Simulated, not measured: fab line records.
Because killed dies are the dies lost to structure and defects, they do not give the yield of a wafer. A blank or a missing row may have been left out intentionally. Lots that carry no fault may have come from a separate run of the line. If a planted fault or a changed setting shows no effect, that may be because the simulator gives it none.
fab line records	flow n5_finfet
[record] lots = 10	wafers = 30	last_day = 17
route steps=1938 shown BEOL_M6@1217
lots that met no fault: from a run of the same line without faults
start_h: the number of hours between the record's first day and the start of the first shown wafer of the lot	wait_h: time in hours since the lot's previous step	" as in the row above	L1.1+2: several wafers, shown together as one row	- no value present, or no start provided	* or withheld: withheld	< > ~ a bound
route shown NAME@n: a module of which the file shows steps, and the number in the route of the first	usual: mean and standard deviation over wafers with no fault	same: alike in all rows	chamber/n: place in a boat	sites: each site's reading	_std_site: their standard deviation	_edge_site: mean of outer sites minus mean of inner sites	radius_mm: how far each site lies from the wafer's centre	mask NAME#n: copy n	behind: the last tool/chamber to shape the wafer	hold: the reason the lot was held/the length of the hold in hours/how it ended	device: names the non-switching transistor (n, p or np)	end of line: tests run on the same wafers once the route is complete	a step without rows: its recipe alone	killed: at the first sort, the dies lost to defects and structure; wafer yield is something else	map: dies across one wafer; x = killed, . = not, _ = none there
set.NAME: the setting as run; set.NAME@STEP: as run at that earlier step	model.NAME: the simulator's own value behind a step, which no gauge read
a sample of lots followed through the steps of the route, with each step as a table and each wafer as a row
services: when a tool's chamber went out of use (start_h, in hours from the record's first day, below 0 if earlier), for how many hours, and the reason
[[steps]]
[step N5_BEOL_M6_CD_MEAS_18]
[recipe] pitch_nm = 80	target_cd_nm = 40
[usual] cd_nm = 40.2/0.73
lot.wafer	tool	chamber	start_h	wait_h	cd_nm
L249.3	cd_sem-02	-	200.83	0.1	41.2
L249.4	"	-	"	"	40.3
L249.6	"	-	"	"	40.6
L251.1	cd_sem-03	-	213.04	0.0	40.4
L251.3	"	-	"	"	39.5
L251.5	"	-	"	"	38.9
L252.2	cd_sem-02	-	219.12	0.1	40.3
L252.4	"	-	"	"	38.9
L252.5	"	-	"	"	39.7
L253.3	cd_sem-02	-	222.57	0.1	40.2
L253.4	"	-	"	"	41.2
L253.6	"	-	"	"	40.6
L255.2	cd_sem-02	-	245.11	0.1	40.7
L255.4	"	-	"	"	41.2
L255.5	"	-	"	"	38.9
L260.1	cd_sem-03	-	275.77	0.0	39.8
L260.2	"	-	"	"	40.1
L260.5	"	-	"	"	41.2
L263.2	cd_sem-03	-	283.74	0.1	40.7
L263.4	"	-	"	"	40.8
L263.6	"	-	"	"	40.5
L264.1	cd_sem-03	-	294.70	0.0	39.5
L264.5	"	-	"	"	40.3
L264.6	"	-	"	"	39.6
L266.2	cd_sem-03	-	302.42	0.1	40.6
L266.5	"	-	"	"	40.5
L266.6	"	-	"	"	39.8
L269.1	cd_sem-02	-	321.76	0.0	40.2
L269.5	"	-	"	"	40.3
L269.6	"	-	"	"	40.0
[step N5_BEOL_M6_DESCUM_33]
[recipe] chemistry = O2	time_s = 7	source_power_w = 50	bias_power_w = 20	pressure_mtorr = 20	rf_frequency_hz = 2.712e+07	temp_c = 40	resist = CAR-EUV	o2_flow_sccm = 225
[usual] drypump_motor_current_A = 5.7/0.32	oes_product_au = 0.81/0.084	rf_vpp_V = 243.1/1.3	showerhead_plenum_p_Torr = 2.09/0.077	throttle_valve_pct = 20.45/0.18
lot.wafer	tool	chamber	start_h	wait_h	drypump_motor_current_A	oes_product_au	rf_hours_counter_h	rf_vpp_V	showerhead_plenum_p_Torr	throttle_valve_pct
L249.3	rie_diel-05	0	201.26	0.0	5.8	0.75	189	242.8	2.05	20.25
L249.4	"	1	"	"	5.8	0.88	51	244.5	2.15	20.27
L249.6	"	2	"	"	5.8	0.93	-	244.3	2.04	20.64
L251.1	rie_diel-01	1	213.99	0.4	6.0	0.77	122	242.2	2.22	20.47
L251.3	"	3	"	"	5.1	0.92	12	243.9	2.22	20.15
L251.5	"	1	"	"	5.9	0.76	-	243.6	2.22	20.46
L252.2	rie_diel-03	2	221.99	1.1	5.7	0.73	183	242.1	2.00	20.41
L252.4	"	3	"	"	5.6	0.81	80	244.9	2.11	20.33
L252.5	"	2	"	"	5.7	0.73	-	241.8	2.00	20.40
L253.3	rie_diel-05	2	223.28	0.0	5.9	0.91	32	243.9	2.04	20.66
L253.4	"	0	"	"	5.8	0.74	196	243.7	2.05	20.23
L253.6	"	0	"	"	5.8	0.74	-	240.7	2.05	20.24
L255.2	rie_diel-03	2	245.89	0.0	5.7	0.73	191	241.8	1.99	20.41
L255.4	"	3	"	"	5.6	0.81	88	243.5	2.11	20.35
L255.5	"	2	"	"	5.8	0.73	-	241.6	1.99	20.41
L260.1	rie_diel-03	0	278.40	0.0	5.5	0.68	230	243.5	2.15	20.89
L260.2	"	2	"	"	5.7	0.72	203	243.4	1.99	20.43
L260.5	"	3	"	"	5.6	0.80	-	243.7	2.11	20.35
L263.2	rie_diel-05	3	284.41	0.1	5.3	0.87	43	241.5	2.02	20.59
L263.4	"	3	"	"	5.3	0.86	-	242.5	2.02	20.57
L263.6	"	2	"	"	5.8	0.86	-	241.2	2.03	20.67
L264.1	rie_diel-01	0	295.43	0.2	6.2	0.73	168	241.7	2.07	20.46
L264.5	"	1	"	"	5.9	0.75	-	245.4	2.21	20.51
L264.6	"	2	"	"	6.2	0.88	-	243.5	2.11	20.34
L266.2	rie_diel-03	0	307.49	0.4	5.5	0.67	237	243.9	2.15	20.90
L266.5	"	2	"	"	5.7	0.71	-	241.9	1.98	20.43
L266.6	"	3	"	"	5.6	0.79	-	243.4	2.10	20.35
L269.1	rie_diel-03	0	324.79	0.3	5.5	0.66	243	243.5	2.14	20.90
L269.5	"	1	"	"	5.4	0.95	-	245.2	2.22	20.42
L269.6	"	2	"	"	5.7	0.71	-	241.5	1.98	20.46
[step N5_BEOL_M6_STRIP_36]
[recipe] chemistry = N2/H2	power_w = 450	temp_c = 40	pressure_mtorr = 20	rf_frequency_hz = 6e+07	overash_fraction = 0.3	bias_power_w = 7	h2_frac = 0.5	n2_flow_sccm = 200	h2_flow_sccm = 200
[usual] drypump_motor_current_A = 5.7/0.32	h2_flow_sccm = 200.1/0.64	oes_product_au = 0.81/0.084	rf_vpp_V = 59.0/1.5	showerhead_plenum_p_Torr = 2.53/0.082	throttle_valve_pct = 23.7/0.35
[same] overash_fraction = 0.3
lot.wafer	tool	chamber	start_h	wait_h	drypump_motor_current_A	h2_flow_sccm	oes_product_au	rf_hours_counter_h	rf_vpp_V	showerhead_plenum_p_Torr	throttle_valve_pct
L249.3	rie_diel-05	0	201.49	0.0	5.8	199.3	0.74	189	56.6	2.52	23.5
L249.4	"	1	"	"	5.9	200.2	0.87	51	61.1	2.56	23.0
L249.6	"	2	"	"	5.9	201.4	0.91	-	56.6	2.51	24.4
L251.1	rie_diel-01	1	214.22	0.0	5.9	200.9	0.76	123	60.8	2.65	23.3
L251.3	"	3	"	"	5.1	198.5	0.94	12	59.7	2.70	23.3
L251.5	"	1	"	"	5.9	201.0	0.77	-	58.8	2.65	23.3
L252.2	rie_diel-03	2	222.22	0.0	5.7	199.4	0.74	183	57.9	2.43	23.8
L252.4	"	3	"	"	5.6	199.2	0.81	80	59.1	2.57	23.6
L252.5	"	2	"	"	5.7	199.3	0.74	-	57.9	2.43	23.8
L253.3	rie_diel-05	2	223.51	0.0	5.9	199.6	0.91	32	56.9	2.50	24.4
L253.4	"	0	"	"	5.8	199.4	0.75	196	59.7	2.51	23.5
L253.6	"	0	"	"	5.8	200.2	0.74	-	55.9	2.51	23.5
L255.2	rie_diel-03	2	246.12	0.0	5.7	199.8	0.74	191	58.8	2.42	23.8
L255.4	"	3	"	"	5.6	199.6	0.82	88	57.9	2.56	23.6
L255.5	"	2	"	"	5.7	198.8	0.73	-	60.2	2.42	23.8
L260.1	rie_diel-03	0	278.63	0.0	5.6	198.9	0.68	230	57.4	2.60	24.0
L260.2	"	2	"	"	5.7	201.0	0.71	203	57.1	2.42	23.9
L260.5	"	3	"	"	5.6	200.5	0.80	-	58.1	2.56	23.6
L263.2	rie_diel-05	3	284.64	0.0	5.3	199.8	0.87	44	58.4	2.47	23.9
L263.4	"	3	"	"	5.3	199.8	0.87	-	57.1	2.46	23.9
L263.6	"	2	"	"	5.9	181.3	0.87	-	57.1	2.43	23.3
L264.1	rie_diel-01	0	295.66	0.0	6.2	199.8	0.74	168	59.4	2.51	23.6
L264.5	"	1	"	"	6.0	201.1	0.75	-	61.1	2.64	23.3
L264.6	"	2	"	"	6.2	201.6	0.89	-	60.7	2.56	23.6
L266.2	rie_diel-03	0	307.72	0.0	5.5	199.7	0.67	237	61.0	2.59	24.0
L266.5	"	2	"	"	5.7	199.6	0.71	-	60.9	2.42	23.9
L266.6	"	3	"	"	5.6	199.8	0.79	-	61.1	2.55	23.6
L269.1	rie_diel-03	0	325.02	0.0	5.5	200.0	0.68	243	57.2	2.59	24.0
L269.5	"	1	"	"	5.4	200.3	0.96	-	59.7	2.67	23.5
L269.6	"	2	"	"	5.8	199.1	0.71	-	57.9	2.41	23.9
[step N5_BEOL_M6_CURE_75]
[recipe] temp_c = 370	time_s = 120	ambient = DMADMS/He	material = SiCOH_lowk
[usual] lamp_power_pct = 52.31/0.051	wafer_temp_C_max = 371.8/0.59
lot.wafer	tool	chamber	start_h	wait_h	lamp_power_pct	wafer_temp_C_max
L249.3	uv_cure-02	2	202.08	0.1	52.38	373.1
L249.4	"	2	"	"	52.19	372.2
L249.6	"	2	"	"	52.29	372.2
L251.1	uv_cure-02	0	214.61	0.0	52.35	371.2
L251.3	"	0	"	"	52.31	372.0
L251.5	"	0	"	"	52.32	371.3
L252.2	uv_cure-02	0	222.96	0.4	52.34	371.9
L252.4	"	0	"	"	52.36	371.6
L252.5	"	0	"	"	52.26	371.9
L253.3	uv_cure-02	0	224.00	0.1	52.31	371.7
L253.4	"	0	"	"	52.28	371.5
L253.6	"	0	"	"	52.37	371.8
L255.2	uv_cure-03	0	246.56	0.1	52.27	371.8
L255.4	"	0	"	"	52.27	372.1
L255.5	"	0	"	"	52.23	371.2
L260.1	uv_cure-02	2	279.02	0.0	52.27	373.3
L260.2	"	2	"	"	52.36	373.8
L260.5	"	2	"	"	52.28	373.8
L263.2	uv_cure-03	0	285.14	0.1	52.39	372.0
L263.4	"	0	"	"	52.34	372.3
L263.6	"	0	"	"	52.38	372.2
L264.1	uv_cure-02	1	296.06	0.0	52.42	371.4
L264.5	"	1	"	"	52.31	371.5
L264.6	"	1	"	"	52.30	371.6
L266.2	uv_cure-03	2	308.16	0.1	52.38	370.8
L266.5	"	2	"	"	52.30	371.2
L266.6	"	2	"	"	52.23	371.1
L269.1	uv_cure-02	0	325.41	0.0	52.39	371.7
L269.5	"	0	"	"	52.33	371.5
L269.6	"	0	"	"	52.40	371.2
[[services]]
tool	chamber	start_h	hours	kind
uv_cure-03	-	178.85	7.5	pm
rie_diel-05	-	180.40	15.6	pm
uv_cure-03	-	186.40	2.1	pm
rie_diel-03	-	253.52	0.4	repair
rie_diel-05	0	265.47	8.7	repair
uv_cure-02	-	267.85	9.5	repair
rie_diel-03	1	276.68	-	clean
rie_diel-03	1	276.68	-	consumable_replace:focus_ring
rie_diel-03	1	276.68	-	consumable_replace:showerhead
rie_diel-03	1	276.68	18.7	scheduled_down
rie_diel-03	1	276.68	18.7	vent_cycle
rie_diel-05	2	279.25	2.4	repair
uv_cure-03	-	280.33	3.0	repair
rie_diel-05	0	287.52	1.8	repair
rie_diel-01	3	288.67	23.6	repair
rie_diel-05	1	290.79	6.3	repair
rie_diel-03	0	293.22	10.1	repair
rie_diel-01	0	317.16	9.8	repair
rie_diel-05	1	317.84	8.7	repair
uv_cure-02	-	318.10	1.0	pm
[[key]]
[first_sign] step = N5_BEOL_M6_STRIP_36	reading = h2_flow_sccm	direction = down	sigmas = 29	usual = 200.1	struck = 181.3
effect none on later readings
met_at N5_BEOL_M6_STRIP_36
struck_lots L263
struck_wafers L263.6
not_acting_at N5_BEOL_M6_CD_MEAS_18,N5_BEOL_M6_DESCUM_33,N5_BEOL_M6_CURE_75
onset_between 223.51 284.64
[fault] kind = process_parameter_drift	tool = rie_diel-05	chamber = 2	onset_h = 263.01	steps = N5_BEOL_M6_STRIP_36	channel = h2_flow_sccm	offset = -20	shape = step	end_h = 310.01	acts_in = these_recipes_only	stated = 200
